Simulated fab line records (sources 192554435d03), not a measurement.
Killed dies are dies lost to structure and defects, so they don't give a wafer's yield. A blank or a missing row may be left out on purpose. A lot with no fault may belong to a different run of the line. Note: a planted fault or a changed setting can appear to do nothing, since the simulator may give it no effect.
Which tool did it?    flow n5_finfet    30 wafers from 10 lots sampled at 3 of the route's 1938 steps

WHAT THE GAUGES READ, wafer by wafer
N5_BEOL_M4_RC_MEAS_101.
lot   measured      on         DIBL_N (mV/V)
L523  day 7 18:26   prober-02  37.9 38.2 37.5
L525  day 8 06:11   prober-01  33.5 37.7 34.6
L526  day 8 15:01   prober-01  34.5 34.5 39.1
L527  day 8 18:02   prober-02  36.8 35.1 34.9
L529  day 9 06:25   prober-02  39.9 38.3 37.1
L531  day 9 10:14   prober-01  33.6 36.4 35.0
L534  day 13 07:37  prober-01  38.0 39.8 36.5
L539  day 13 07:18  prober-02  39.3 36.0 36.2
L540  day 14 01:24  prober-01  38.9 36.9 37.8
L544  day 13 00:07  prober-02  38.4 35.6 38.0

WHICH TOOL RAN EACH LOT (tool, then ch and the chambers of the sampled wafers, then the start)
lot   N5_HKMG_FIN_ALD_74               N5_BEOL_M4_PRE_CLEAN_60
L523  ald_hk-02 ch 1,2, day 4 04:12    cvd_co-02 ch 0,1,2, day 7 18:10
L525  ald_hk-02 ch 0,2, day 4 11:01    cvd_co-01 ch 0,2, day 8 05:36
L526  ald_hk-02 ch 1,2, day 4 20:02    cvd_co-01 ch 0,1,2, day 8 14:35
L527  ald_hk-02 ch 2,3, day 4 23:49    cvd_co-01 ch 0,2, day 8 17:46
L529  ald_hk-03 ch 0,1,3, day 5 10:20  cvd_co-02 ch 0,2, day 9 05:59
L531  ald_hk-03 ch 0,1,2, day 5 22:15  cvd_co-02 ch 1,2, day 9 09:48
L534  ald_hk-02 ch 1,2,3, day 6 21:40  cvd_co-01 ch 1,2, day 13 07:11
L539  ald_hk-02 ch 0,2, day 8 00:37    cvd_co-02 ch 0,2, day 13 07:01
L540  ald_hk-02 ch 0,2,3, day 8 10:22  cvd_co-01 ch 0,1,2, day 14 01:08
L544  ald_hk-03 ch 0,1, day 9 08:18    cvd_co-01 ch 0,2, day 12 23:41
- N5_HKMG_FIN_ALD_74: deposits La2O3, target thk 0.5 nm, pulse time 6 s, co reactant pulse time 1 s.
- N5_BEOL_M4_PRE_CLEAN_60: time 15 s.

THE ANSWER, worked out from the rows above alone
Rule: the usual values come from the lots themselves. The widest of any qualifying gaps counts: lots, ordered by their means at a reading, are off when they make up no more than a third of the lots, leave a main group of 4 or more, and stand apart from it by 3 or more times the standard deviation of that group's means. The tables above print the reading to a certain number of digits; a main group whose means all agree to those digits is not used. A lot without any number at a reading at which 4 lots or more have one is off too. All remaining lots with rows at the step are treated as sound.
No lot is off on any of the readings shown, so nothing can be concluded from this.

WHAT THE SIMULATOR HAD PUT IN
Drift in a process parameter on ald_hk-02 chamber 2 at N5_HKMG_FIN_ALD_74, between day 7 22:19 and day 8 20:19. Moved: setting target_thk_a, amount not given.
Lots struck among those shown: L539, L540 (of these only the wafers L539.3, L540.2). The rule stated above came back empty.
